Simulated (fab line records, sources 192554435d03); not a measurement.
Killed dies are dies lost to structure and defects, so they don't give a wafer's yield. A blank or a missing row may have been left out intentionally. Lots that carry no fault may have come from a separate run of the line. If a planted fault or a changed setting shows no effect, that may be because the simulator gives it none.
Comparing a struck lot with a sound one	flow n5 finfet	39 out of 1938 route steps
Sound: these wafers, L841.3, L841.4, L841.5. Wafers struck: L845.5, L845.6. At the end, the cause is stated.
At each step with rows: each side's tool, then ch and its chambers, then its first start. Under that, the readings that differ: sound wafers	struck wafers	difference of the means	sigmas: that difference in standard deviations of wafers without a fault.
alike: a reading whose means differ by less than 2 such deviations, as well as words and numbers matching on both sides. not compared: withheld readings; readings where some wafer has no value; bounds like >300 that might hide an equal value; numbers whose values overlap and for which the record gives no deviation.
A row with sigmas, a row that says differs or no value, or rows on one side alone: a step with any of these is where the two part. When numbers do not overlap yet have no deviation, they are printed without sigmas and do not part them. Lack of a reading on every wafer of one side parts them only where that side has two or more wafers.

first, 11 steps without rows for these wafers: N5_BEOL_M3_STRIP_65 (strips in N2/H2); N5_BEOL_M3_STRIP_75 (strips in N2/H2); N5_BEOL_M3_STRIP_66 (strips in CF4); N5_BEOL_M3_HM_OPEN_17 (chemistry Cl2/BCl3, target TiN, target depth 20 nm, overetch 6 nm); N5_BEOL_M3_STRIP_19 (strips in O2); N5_BEOL_M3_COAT_67 (time 60 s, resist thk 60 nm); N5_BEOL_M3_COAT_68 (time 60 s, resist thk 12 nm); N5_BEOL_M3_COAT_76 (time 60 s, resist thk 5 nm); N5_BEOL_M3_COAT_22 (resist thk 30 nm); N5_BEOL_M3_EBR_24; N5_BEOL_M3_SOFTBAKE_23 (time 60 s).
N5_BEOL_M3_EXPOSE_25: exposes mask V2, defocus 5 nm.
  sound on euv scanner-02 ch 0, day 11 04:34; struck on euv scanner-02 ch 0, day 11 18:32
reading	sound	struck	difference	sigmas
model.BEOL_M3.overlay x nm (nm)	0 0 0	10 10	+10	
  alike: mask
then, 2 steps without rows for these wafers: N5_BEOL_M3_PEB_26 (peb time 60 s); N5_BEOL_M3_DEVELOP_27 (develop time 30 s).
N5_BEOL_M3_OVL_MEAS_29:
  sound on overlay-02 ch 0, day 11 04:43; struck on overlay-02 ch 0, day 11 18:42
reading	sound	struck	difference	sigmas
V2_OVL (nm)	-0.3 -0.3 -0.1	9.6 9.9	+10.0	+13
then, 22 steps without rows for these wafers: N5_BEOL_M3_DESCUM_33 (chemistry O2, time 7 s); N5_BEOL_M3_ETCH_77 (etches underlayer in N2/H2, target depth 6.5 nm, time 5.2 s); N5_BEOL_M3_ETCH_69 (etches SiARC in CF4, target depth 15.6 nm, time 26 s); N5_BEOL_M3_ALD_98 (deposits SiO2, target thk 2.5 nm, pulse time 1 s, co reactant pulse time 1 s); N5_BEOL_M3_ETCHBACK_99 (etches SiO2 in CHF3, target depth 5 nm, time 10.4 s); N5_BEOL_M3_ETCH_70 (etches SOC in N2/H2, target depth 80 nm, overetch 16 nm, time 120 s); N5_BEOL_M3_STRIP_71 (strips in N2/H2); N5_BEOL_M3_STRIP_78 (strips in N2/H2); N5_BEOL_M3_VIA_ETCH_34 (etches the open film in C4F6/O2, target depth 69.4 nm, time 65.9 s); N5_BEOL_M3_STRIP_83 (strips in C4F6/O2); N5_BEOL_M3_STRIP_36 (strips in N2/H2); N5_BEOL_M3_TRENCH_ETCH_37 (etches SiOC in C4F6/O2, target depth 55.555 nm, time 29.2 s); N5_BEOL_M3_ETCH_41 (etches SiCN in CH3F/O2, target depth 29.9 nm, time 52.5 s); N5_BEOL_M3_STRIP_97 (strips in N2/H2, time 10 s); N5_BEOL_M3_HM_STRIP_39 (strips TiN in peroxide tin strip, target depth 25 nm, time 158 s); N5_BEOL_M3_SRD_40 (time 30 s); N5_BEOL_M3_PRECLEAN_42 (cleans in residue remover, time 60 s); N5_BEOL_M3_SRD_43 (time 30 s); N5_BEOL_M3_DEGAS_44 (time 60 s); N5_BEOL_M3_PRE_CLEAN_45 (time 30 s); N5_BEOL_M3_ALD_84 (deposits TaN, pulse time 2 s, purge time 3 s, co reactant purge time 2 s); N5_BEOL_M3_SURFACE_TREAT_85.
N5_BEOL_M4_RC_MEAS_101:
  sound on prober-02 ch 0, day 12 07:04; struck on prober-01 ch 0, day 12 19:14
  alike: DIBL_N, DIBL_P, IOFF_N, IOFF_P, ION_N, ION_P, SS_N, SS_P, VT_N, VT_P
-- here the record skips 5 days between the struck wafers' starts before and after, leaving off in module BEOL_M4 and picking up in module PASSIVATION (first step shown: number 1936 of the route) --
N5_PASSIVATION_PROBE_49:
  the record has rows for the struck wafers here (prober-02, day 18 06:52) and none for the sound ones

== WHERE THEY PART ==
Earliest at N5_BEOL_M3_OVL_MEAS_29; latest, in this record, at N5_PASSIVATION_PROBE_49.

WHY: the cause the simulator had injected
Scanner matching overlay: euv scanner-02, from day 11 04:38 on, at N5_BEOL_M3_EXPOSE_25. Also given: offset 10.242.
